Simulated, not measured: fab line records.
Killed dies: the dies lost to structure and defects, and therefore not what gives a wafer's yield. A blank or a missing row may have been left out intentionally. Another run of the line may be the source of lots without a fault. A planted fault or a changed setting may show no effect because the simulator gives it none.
Split-lot trial || flow n5Finfet || route with 1938 steps; 7 lots, 21 wafers read

== ABOUT THE SPLIT ==
At N5_BEOL_M1_ILD_DEP_00 (deposits SiOC from DEMS/O2, target thk 79 nm, time 15.3 s), the setting timeS was moved away from the recipe's 15.3 s on 10 of the 21 wafers read, by -10.3% to +11.0%. This setting was run at the recipe's value on the other wafers.

Split to reading: the file shows no intervening step.

== THE READING ==
Values of M1_ILD_THK in nm from N5_BEOL_M1_THK_MEAS_01. Typical for fault-free wafers on this fab line: 78.9 nm, with standard deviation 1 nm.

{"wafer": "L074.3", "tool, chamber at the split": "pecvd-01, 0", "timeS as run, s": 16.92, "against the recipe": "+10.6%", "M1_ILD_THK, nm": 87.1, "against lot-mates on the recipe": "+7.1"}
{"wafer": "L074.5", "tool, chamber at the split": "pecvd-01, 2", "timeS as run, s": 16.92, "against the recipe": "+10.6%", "M1_ILD_THK, nm": 88.4, "against lot-mates on the recipe": "+8.4"}
{"wafer": "L074.6", "tool, chamber at the split": "pecvd-01, 0", "timeS as run, s": 15.3, "against the recipe": "recipe", "M1_ILD_THK, nm": 80.0, "against lot-mates on the recipe": "-"}
{"wafer": "L079.1", "tool, chamber at the split": "pecvd-02, 0", "timeS as run, s": 15.3, "against the recipe": "recipe", "M1_ILD_THK, nm": 78.6, "against lot-mates on the recipe": "-"}
{"wafer": "L079.3", "tool, chamber at the split": "pecvd-02, 1", "timeS as run, s": 16.75, "against the recipe": "+9.5%", "M1_ILD_THK, nm": 86.1, "against lot-mates on the recipe": "+7.5"}
{"wafer": "L079.6", "tool, chamber at the split": "pecvd-02, 2", "timeS as run, s": 16.75, "against the recipe": "+9.5%", "M1_ILD_THK, nm": 87.4, "against lot-mates on the recipe": "+8.8"}
{"wafer": "L085.4", "tool, chamber at the split": "pecvd-02, 2", "timeS as run, s": 14.53, "against the recipe": "-5.0%", "M1_ILD_THK, nm": 75.6, "against lot-mates on the recipe": -3.7}
{"wafer": "L085.5", "tool, chamber at the split": "pecvd-02, 1", "timeS as run, s": 15.3, "against the recipe": "recipe", "M1_ILD_THK, nm": 79.7, "against lot-mates on the recipe": "-"}
{"wafer": "L085.6", "tool, chamber at the split": "pecvd-02, 0", "timeS as run, s": 15.3, "against the recipe": "recipe", "M1_ILD_THK, nm": 78.9, "against lot-mates on the recipe": "-"}
{"wafer": "L086.2", "tool, chamber at the split": "pecvd-02, 1", "timeS as run, s": 15.3, "against the recipe": "recipe", "M1_ILD_THK, nm": 80.0, "against lot-mates on the recipe": "-"}
{"wafer": "L086.5", "tool, chamber at the split": "pecvd-02, 0,2", "timeS as run, s": 13.73, "against the recipe": "-10.3%", "M1_ILD_THK, nm": 71.8, "against lot-mates on the recipe": -8.2}
{"wafer": "L086.6", "tool, chamber at the split": "pecvd-02, 0,2", "timeS as run, s": 13.73, "against the recipe": "-10.3%", "M1_ILD_THK, nm": 71.8, "against lot-mates on the recipe": -8.2}
{"wafer": "L088.1", "tool, chamber at the split": "pecvd-04, 2", "timeS as run, s": 14.2, "against the recipe": "-7.2%", "M1_ILD_THK, nm": 72.6, "against lot-mates on the recipe": -7.0}
{"wafer": "L088.5", "tool, chamber at the split": "pecvd-04, 1", "timeS as run, s": 15.3, "against the recipe": "recipe", "M1_ILD_THK, nm": 78.9, "against lot-mates on the recipe": "-"}
{"wafer": "L088.6", "tool, chamber at the split": "pecvd-04, 2", "timeS as run, s": 15.3, "against the recipe": "recipe", "M1_ILD_THK, nm": 80.2, "against lot-mates on the recipe": "-"}
{"wafer": "L092.2", "tool, chamber at the split": "pecvd-01, 0", "timeS as run, s": 15.3, "against the recipe": "recipe", "M1_ILD_THK, nm": 78.0, "against lot-mates on the recipe": "-"}
{"wafer": "L092.5", "tool, chamber at the split": "pecvd-01, 0", "timeS as run, s": 15.3, "against the recipe": "recipe", "M1_ILD_THK, nm": 80.0, "against lot-mates on the recipe": "-"}
{"wafer": "L092.6", "tool, chamber at the split": "pecvd-01, 2", "timeS as run, s": 15.3, "against the recipe": "recipe", "M1_ILD_THK, nm": 77.9, "against lot-mates on the recipe": "-"}
{"wafer": "L096.2", "tool, chamber at the split": "pecvd-02, 2", "timeS as run, s": 16.99, "against the recipe": "+11.0%", "M1_ILD_THK, nm": 87.7, "against lot-mates on the recipe": "+7.3"}
{"wafer": "L096.5", "tool, chamber at the split": "pecvd-02, 0", "timeS as run, s": 16.99, "against the recipe": "+11.0%", "M1_ILD_THK, nm": 88.3, "against lot-mates on the recipe": "+7.9"}
{"wafer": "L096.6", "tool, chamber at the split": "pecvd-02, 2", "timeS as run, s": 15.3, "against the recipe": "recipe", "M1_ILD_THK, nm": 80.4, "against lot-mates on the recipe": "-"}
Rows listing several chambers each stand for several wafers; the file does not say which wafer went through which chamber.

THE FIT
A straight line over all 21 wafers: M1_ILD_THK changes by +0.782 nm for each +1% of timeS; r = +0.99; the points scatter about the line by 0.79 nm.
The same after taking each lot's own level away (the mean of its wafers on the recipe; 21 wafers): +0.778 nm for each +1%; r = +0.99; scatter 0.76 nm.
That fit puts the effect of the largest move of timeS on the reading at 8.6 nm.
Measured against the standard deviation above, the lots' own levels, which go from 78.60 to 80.40 nm, span 1.8 times it.
Hence the lot-to-lot level has little effect on the slope; both slopes agree.
Check: +8.65 nm against its lot-mates is what the line predicts for one of the wafers moved furthest among these (+11.0%) when that wafer is left out of the fit. Against them it came out at +7.3 nm.

== OTHER SPLITS ON THESE WAFERS ==
Before the reading, these wafers also passed through other splits. Each is held against what the fit with the lots' levels taken away leaves over:
{"other split on the same wafers": "N5_GATE_CUT_EXPOSE_10 doseMj", "wafers away from the commonest value": 9, "r with M1_ILD_THK (lot level and that fit taken away)": "+0.11"}
{"other split on the same wafers": "N5_GATE_CUT_ETCH_37 biasW", "wafers away from the commonest value": 4, "r with M1_ILD_THK (lot level and that fit taken away)": "+0.43"}
{"other split on the same wafers": "N5_MOL_CONTACT_COAG_COAT_64 spinRpm", "wafers away from the commonest value": 4, "r with M1_ILD_THK (lot level and that fit taken away)": "+0.28"}

== THE WHOLE CHAIN: every reading that the file lists as answering this split, in the file's order ==
{"step": "N5_BEOL_M1_ILD_DEP_00", "what it does": "deposits SiOC from DEMS/O2, target thk 79 nm, time 15.3 s", "reading": "SiOC_of_BEOL_M1_ILD_DEP_00.thkNm (the simulator's own value, which no gauge read)", "change (the file's fit)": "+0.781 nm for each +1% of the setting", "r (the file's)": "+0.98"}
{"step": "N5_BEOL_M1_THK_MEAS_01", "what it does": "", "reading": "M1_ILD_THK", "change (the file's fit)": "+0.782 for each +1% of the setting", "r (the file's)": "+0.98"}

== THE FILE'S OWN FIT ==
M1_ILD_THK changes by +0.782 nm for each +1% of timeS, r = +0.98.
